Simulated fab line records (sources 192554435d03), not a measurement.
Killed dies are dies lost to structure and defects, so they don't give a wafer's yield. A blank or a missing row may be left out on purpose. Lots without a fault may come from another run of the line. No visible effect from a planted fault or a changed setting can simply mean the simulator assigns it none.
Split-lot study	flow n5_finfet	7 lots, 21 wafers read, on a route of 1938 steps

## THE SPLIT ITSELF
At N5_BEOL_M11_COAT_64 (time 60 s, resist thk 30 nm), the setting spin_rpm was moved away from the recipe's 1500 rpm on 3 of the 21 wafers read, by +5.3% to +5.5%. This setting was run at the recipe's value on the other wafers.

## FROM THE SPLIT TO THE READING: what the file shows between them, 3 steps
- N5_BEOL_M11_COAT_22: resist thk 90 nm
- N5_BEOL_M11_EBR_24
- N5_BEOL_M11_DESCUM_33: chemistry O2, time 7.9 s

## THE READING
etch.depth_nm (the simulator's own value, which no gauge read), in nm, at N5_BEOL_M11_ETCH_65 (etches SiARC in CF4, target depth 39 nm, time 65 s). The file gives no usual value for it. Across the 18 wafers here that went through the recipe, the average is 30.09 nm and the standard deviation 0.12 nm.

wafer	tool, chamber at the split	spin_rpm as run, rpm	against the recipe	etch.depth_nm, nm	against lot-mates on the recipe
L077.1	litho_track-04, 0	1500	recipe	30.07	-
L077.2	litho_track-04, 0	1500	recipe	30.15	-
L077.4	litho_track-04, 0	1500	recipe	30.16	-
L082.1	litho_track-02, 0	1500	recipe	30.26	-
L082.4	litho_track-02, 0	1500	recipe	30.14	-
L082.5	litho_track-02, 0	1583	+5.5%	29.46	-0.74
L086.2	litho_track-02, 0	1500	recipe	30.21	-
L086.5	litho_track-02, 0	1500	recipe	30.17	-
L086.6	litho_track-02, 0	1500	recipe	30.18	-
L085.1	litho_track-03, 0	1500	recipe	29.89	-
L085.3	litho_track-03, 0	1500	recipe	29.89	-
L085.4	litho_track-03, 0	1500	recipe	29.94	-
L089.1	litho_track-02, 0	1500	recipe	30.19	-
L089.3	litho_track-02, 0	1500	recipe	30.22	-
L089.4	litho_track-02, 0	1500	recipe	30.27	-
L092.2	litho_track-04, 0	1580	+5.3%	29.28	-0.76
L092.4	litho_track-04, 0	1500	recipe	30.04	-
L092.6	litho_track-04, 0	1580	+5.3%	29.25	-0.79
L094.3	litho_track-03, 0	1500	recipe	29.97	-
L094.5	litho_track-03, 0	1500	recipe	29.99	-
L094.6	litho_track-03, 0	1500	recipe	29.95	-

FIT RESULTS
A straight line over all 21 wafers: etch.depth_nm changes by -0.141 nm for each +1% of spin_rpm; r = -0.91; the points scatter about the line by 0.13 nm.
The same after taking each lot's own level away (the mean of its wafers on the recipe; 21 wafers): -0.141 nm for each +1%; r = -0.99; scatter 0.034 nm.
According to that fit, moving spin_rpm by its largest amount changes the reading by 0.78 nm.
Measured against the standard deviation above, the lots' own levels, which go from 29.907 to 30.227 nm, span 2.6 times it.
Hence the lot-to-lot level has little effect on the slope; both slopes agree.
Check: for one of the wafers moved furthest among these (+5.5%), held out of the fit, the line's prediction against its lot-mates is -0.804 nm. Against them it came out at -0.74 nm.

## FURTHER SPLITS ON THESE WAFERS
Before the reading, these wafers also passed through other splits. Each is held against what the fit with the lots' levels taken away leaves over:
other split on the same wafers	wafers away from the commonest value	r with etch.depth_nm (lot level and that fit taken away)
N5_BEOL_M8_DESCUM_33 time_s	6	+0.07
N5_BEOL_M10_ETCH_41 source_w	4	+0.01
N5_BEOL_M11_COAT_63 spin_rpm	5	+0.03

## THE WHOLE CHAIN: every reading that the file lists as answering this split, in the file's order
step	what it does	reading	change (the file's fit)	r (the file's)
N5_BEOL_M11_COAT_64	time 60 s, resist thk 30 nm	SiARC_of_BEOL_M11_COAT_64.thk_nm (the simulator's own value, which no gauge read)	-0.147 nm for each +1% of the setting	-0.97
N5_BEOL_M11_ETCH_65	etches SiARC in CF4, target depth 39 nm, time 65 s	etch.depth_nm (the simulator's own value, which no gauge read)	-0.14 nm for each +1% of the setting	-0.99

## FILE'S OWN FIT
etch.depth_nm changes by -0.14 nm for each +1% of spin_rpm, r = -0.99.
